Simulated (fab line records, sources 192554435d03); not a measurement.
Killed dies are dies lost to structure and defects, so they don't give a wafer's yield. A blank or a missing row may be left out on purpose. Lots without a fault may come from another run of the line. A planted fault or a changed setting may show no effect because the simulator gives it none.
A struck lot beside a sound one | flow n5_finfet | 36 steps out of a route of 1938
Sound: wafers L495.1, L495.2, L495.6. Struck: wafers L513.1, L513.4, L513.6. The cause comes at the end.
At each step with rows: each side's tool, then ch and its chambers, then its first start. Under that, the readings that differ: sound wafers | struck wafers | difference of the means | sigmas: that difference in standard deviations of wafers without a fault.
alike: readings whose means differ by less than 2 such deviations, and words and numbers that are the same on both sides. not compared: withheld readings, readings that some wafer has no value for, bounds like >300 that may hide the same value, and numbers for which the record gives no deviation and whose values overlap.
The two part at a step that has a row with sigmas, a row that says differs or no value, or rows on one side only. Numbers that don't overlap but have no deviation are shown without sigmas and don't part them. A reading that every wafer of one side lacks parts them only if that side has two wafers or more.

first, 8 steps without rows for these wafers: N5_MOL_CONTACT_COAG_PRECLEAN_138 (cleans in alkaline clean, time 60 s); N5_MOL_CONTACT_COAG_SRD_139 (time 30 s); N5_MOL_CONTACT_COAG_PRE_CLEAN_121; N5_MOL_CONTACT_COAG_CVD_140 (deposits W, target thk 66.5 nm, time 215 s); N5_MOL_CONTACT_COAG_PRECLEAN_127 (cleans in DIW, time 57.5 s); N5_MOL_CONTACT_COAG_SRD_128 (dry time 32 s); N5_MOL_CONTACT_COAG_CMP_52 (polishes, stops on SiO2, t overpolish 1.5 s, target thk 66.5 nm); N5_MOL_CONTACT_COAG_ANNEAL_112 (time 1800 s).
N5_BEOL_M0_SAQP_PECVD_00: deposits SiCN from 3MS/NH3, target thk 8 nm, time 14 s.
  sound on pecvd-01 ch 0,1, day 5 13:46; struck on pecvd-01 ch 0,1,2, day 9 20:59
  reading                                         | sound     | struck      | difference | sigmas
  model.SiCN_of_BEOL_M0_SAQP_PECVD_00.thk_nm (nm) | 8 7.8 8.2 | 4.2 4.6 4.4 | -3.6       |
  alike: showerhead_plenum_p_Torr, throttle_valve_pct
then, 25 steps without rows for these wafers: N5_BEOL_M0_SAQP_ILD_DEP_01 (deposits SiOC from DEMS/O2, target thk 45.419 nm, time 8.7 s); N5_BEOL_M0_SAQP_HM_DEP_02 (deposits TiN, target thk 12 nm); N5_BEOL_M0_SAQP_PECVD_03 (deposits SiCN from 3MS/NH3, target thk 12 nm, time 21.1 s); N5_BEOL_M0_SAQP_PECVD_96 (deposits a-Si from SiH4/He, target thk 45 nm, time 45.2 s); N5_BEOL_M0_SAQP_PECVD_97 (deposits SiNx from SiH4/NH3/N2, target thk 23 nm, time 19.9 s); N5_BEOL_M0_SAQP_PECVD_04 (deposits a-Si from SiH4/He, target thk 60 nm, time 60.2 s); N5_BEOL_M0_SAQP_HM_DEP_111 (deposits SiO2 from SiH4/N2O, target thk 12 nm, time 7.2 s); N5_BEOL_M0_SAQP_COAT_81 (time 60 s, resist thk 100 nm); N5_BEOL_M0_SAQP_COAT_82 (time 60 s, resist thk 30 nm); N5_BEOL_M0_SAQP_COAT_08 (resist thk 90 nm); N5_BEOL_M0_SAQP_EBR_10; N5_BEOL_M0_SAQP_SOFTBAKE_09 (time 60 s); N5_BEOL_M0_SAQP_EXPOSE_11 (exposes mask M0 CORE, target cd 42 nm); N5_BEOL_M0_SAQP_PEB_12 (peb time 60 s); N5_BEOL_M0_SAQP_DEVELOP_13 (develop time 30 s); N5_BEOL_M0_SAQP_DESCUM_19 (chemistry O2, time 7.9 s); N5_BEOL_M0_SAQP_ETCH_83 (etches SiARC in CF4, target depth 39 nm, time 65 s); N5_BEOL_M0_SAQP_ETCH_84 (etches SOC in N2/H2, target depth 100 nm, overetch 20 nm, time 150 s); N5_BEOL_M0_SAQP_STRIP_80 (strips in N2/H2); N5_BEOL_M0_SAQP_HM_OPEN_112 (chemistry CHF3/O2, target SiO2, stops on a-Si, target depth 12 nm, time 13.5 s); N5_BEOL_M0_SAQP_STRIP_113 (strips in CHF3/O2); N5_BEOL_M0_SAQP_MANDREL_ETCH_20 (etches a-Si in HBr/Cl2, stops on SiNx, target depth 60 nm, bt time 10 s, time 30 s); N5_BEOL_M0_SAQP_STRIP_86 (strips in N2/H2); N5_BEOL_M0_SAQP_STRIP_115 (strips in post etch residue remover, time 60 s); N5_BEOL_M0_SAQP_SRD_93 (time 30 s).
N5_BEOL_M0_ETCH_109: etches SiCN in CH3F/O2, target depth 8 nm, overetch 2.4 nm, time 27.4 s.
  sound on rie_diel-02 ch 2,3, day 5 23:20; struck on rie_diel-06 ch 1,2,3, day 10 07:14
  reading                  | sound             | struck           | difference | sigmas
  model.etch.depth_nm (nm) | 7.989 7.744 8.142 | 4.265 4.59 4.447 | -3.524     |
  alike: bias_w, drypump_motor_current_A, oes_product_au, rf_vpp_V, showerhead_plenum_p_Torr, throttle_valve_pct
  not compared: rf_hours_counter_h
-- the record jumps here: 2 days lie between the struck wafers' starts before and after (it left off in module BEOL_M0 and takes up again in module BEOL_M4, whose first step shown is number 1111 of the route) --
N5_BEOL_M4_RC_MEAS_101:
  sound on prober-02 ch 0, day 8 01:55; struck on prober-02 ch 0, day 12 15:11
  reading   | sound                | struck               | difference | sigmas
  VT_P (mV) | -252.9 -247.9 -253.0 | -256.4 -257.2 -258.8 | -6.2       | -2
  alike: DIBL_N, DIBL_P, IOFF_N, IOFF_P, ION_N, ION_P, SS_N, SS_P, VT_N

WHERE THEY PART
Only at N5_BEOL_M4_RC_MEAS_101, within this record.

WHY: what the simulator had put in
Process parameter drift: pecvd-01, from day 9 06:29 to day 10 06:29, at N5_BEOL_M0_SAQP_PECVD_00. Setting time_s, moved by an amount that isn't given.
